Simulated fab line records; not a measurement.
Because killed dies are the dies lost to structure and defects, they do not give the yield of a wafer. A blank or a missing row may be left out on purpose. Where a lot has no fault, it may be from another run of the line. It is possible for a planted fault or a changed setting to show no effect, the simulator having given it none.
Chamber matching / flow n5 finfet / N5_GATE_CUT_ETCH_19 on rie diel-02: 4 sister chambers
The step etches SiNx in CH3F/O2, target depth 53.7 nm, time 76.7 s. 4 wafers are shown with their chamber, then 8 later ones without.

WAFERS WITH THEIR CHAMBER
wafer=L083.4; chamber=3; drypump motor current A (A)=6.2
wafer=L089.2; chamber=0; drypump motor current A (A)=5.2
wafer=L089.4; chamber=2; drypump motor current A (A)=5.7
wafer=L090.2; chamber=1; drypump motor current A (A)=6.0

WAFERS WITH NO CHAMBER GIVEN
wafer=L090.3; drypump motor current A (A)=5.2
wafer=L090.6; drypump motor current A (A)=5.7
wafer=L096.2; drypump motor current A (A)=5.7
wafer=L096.3; drypump motor current A (A)=6.2
wafer=L096.5; drypump motor current A (A)=5.7
wafer=L097.1; drypump motor current A (A)=5.6
wafer=L097.2; drypump motor current A (A)=6.2
wafer=L097.3; drypump motor current A (A)=5.2

WHICH CHAMBER EACH WENT THROUGH
wafer=L090.3; from the rows above=0; in truth=0
wafer=L090.6; from the rows above=2; in truth=2
wafer=L096.2; from the rows above=2; in truth=2
wafer=L096.3; from the rows above=3; in truth=3
wafer=L096.5; from the rows above=2; in truth=2
wafer=L097.1; from the rows above=2; in truth=2
wafer=L097.2; from the rows above=3; in truth=3
wafer=L097.3; from the rows above=0; in truth=0
Correct placement for 8 of the 8. Not placeable from these rows: 0. 0 placed wrongly.
How it was worked out, from the rows above alone: a wafer's distance from a chamber is the root of the sum, over the readings, of the square of ((its reading less the chamber's mean) divided by the reading's scatter). If the next closest chamber is less than 2 further off than the closest, the wafer can't be placed; otherwise it belongs to the closest. A chamber's mean is the mean of its shown wafers. The scatter: root of mean squared gap, hidden wafer to nearest shown wafer, with one shown wafer a chamber.
